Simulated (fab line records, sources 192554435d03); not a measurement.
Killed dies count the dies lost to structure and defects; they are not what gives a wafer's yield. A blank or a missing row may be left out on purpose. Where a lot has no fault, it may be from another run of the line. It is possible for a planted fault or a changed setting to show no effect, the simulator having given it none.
Split-lot experiment -- flow n5Finfet -- route with 1938 steps; 7 lots, 21 wafers read

== THE SPLIT ITSELF ==
At N5_PMOS_HMC_CHANNEL_EPI_ETCH_32 (etches BARC in N2/H2, stops on SiO2, target depth 85.8 nm, time 50.3 s), the setting biasW was moved away from the recipe's 150 W on 6 of the 21 wafers read, by -10.8% to +11.2%. All remaining wafers had this setting at the recipe value.

The reading comes from the split's own step.

== THE READING ==
rfVppV, in V, at N5_PMOS_HMC_CHANNEL_EPI_ETCH_32 (etches BARC in N2/H2, stops on SiO2, target depth 85.8 nm, time 50.3 s). A value of 523.5 V with a standard deviation of 2.2 V is what fault-free wafers of this fab line usually give.

wafer,"tool, chamber at the split","biasW as run, W",against the recipe,"rfVppV, V",against lot-mates on the recipe
L074.1,"rieDiel-02, 1",150,recipe,526.3,-
L074.3,"rieDiel-02, 2",166.8,+11.2%,559.4,+34.0
L074.6,"rieDiel-02, 0",150,recipe,524.5,-
L078.1,"rieDiel-02, 3",166.2,+10.8%,558.3,+33.0
L078.2,"rieDiel-02, 1",150,recipe,526.2,-
L078.5,"rieDiel-02, 0",150,recipe,524.4,-
L081.1,"rieDiel-02, 1",150,recipe,526.9,-
L081.2,"rieDiel-02, 3",150,recipe,521.1,-
L081.5,"rieDiel-02, 3",150,recipe,522.9,-
L088.1,"rieDiel-06, 3",150,recipe,527.5,-
L088.3,"rieDiel-06, 0",133.8,-10.8%,489.2,-38.3
L088.6,"rieDiel-06, 1",133.8,-10.8%,485.1,-42.4
L090.1,"rieDiel-05, 0",150,recipe,524.9,-
L090.2,"rieDiel-05, 2",157,+4.7%,538.5,+15.9
L090.3,"rieDiel-05, 1",150,recipe,520.3,-
L096.1,"rieDiel-02, 2",150,recipe,522.6,-
L096.2,"rieDiel-02, 0",150,recipe,523.0,-
L096.4,"rieDiel-02, 1",150,recipe,526.8,-
L097.1,"rieDiel-05, 0",160.6,+7.1%,549.2,+26.7
L097.5,"rieDiel-05, 1",150,recipe,520.1,-
L097.6,"rieDiel-05, 0",150,recipe,524.9,-

THE FIT
A straight line over all 21 wafers: rfVppV changes by +3.31 V for each +1% of biasW; r = +0.99; the points scatter about the line by 2.3 V.
The same after taking each lot's own level away (the mean of its wafers on the recipe; 21 wafers): +3.43 V for each +1%; r = +0.99; scatter 2.5 V.
The reading moves by 38 V for the largest change in biasW, on that fit.
Across the lots, their own levels run from 522.50 to 527.50 V, a range of 2.3 times the standard deviation given above.
The two slopes agree, so the slope changes little with the lot-to-lot level.
Check: for one of the wafers moved furthest among these (+11.2%), held out of the fit, the line's prediction against its lot-mates is +39.2 V. Against them it came out at +34 V.
Tool readings at the split's step, against how far the setting was moved: rfVppV r = +0.99.

== THE OTHER SPLITS THESE WAFERS WENT THROUGH ==
Other splits were also applied to these wafers ahead of the reading. Each is held against what the fit with the lots' levels taken away leaves over:
other split on the same wafers,wafers away from the commonest value,r with rfVppV (lot level and that fit taken away)
N5_WELL_APT_EXPOSE_05 doseMj,7,-0.04
N5_WELL_APT_PEB_06 pebTimeS,9,-0.05
N5_PMOS_HMC_CHANNEL_EPI_PEB_07 pebTimeS,6,+0.12

== THE FILE'S OWN FIT ==
rfVppV changes by +3.34 V for each +1% of biasW, r = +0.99.
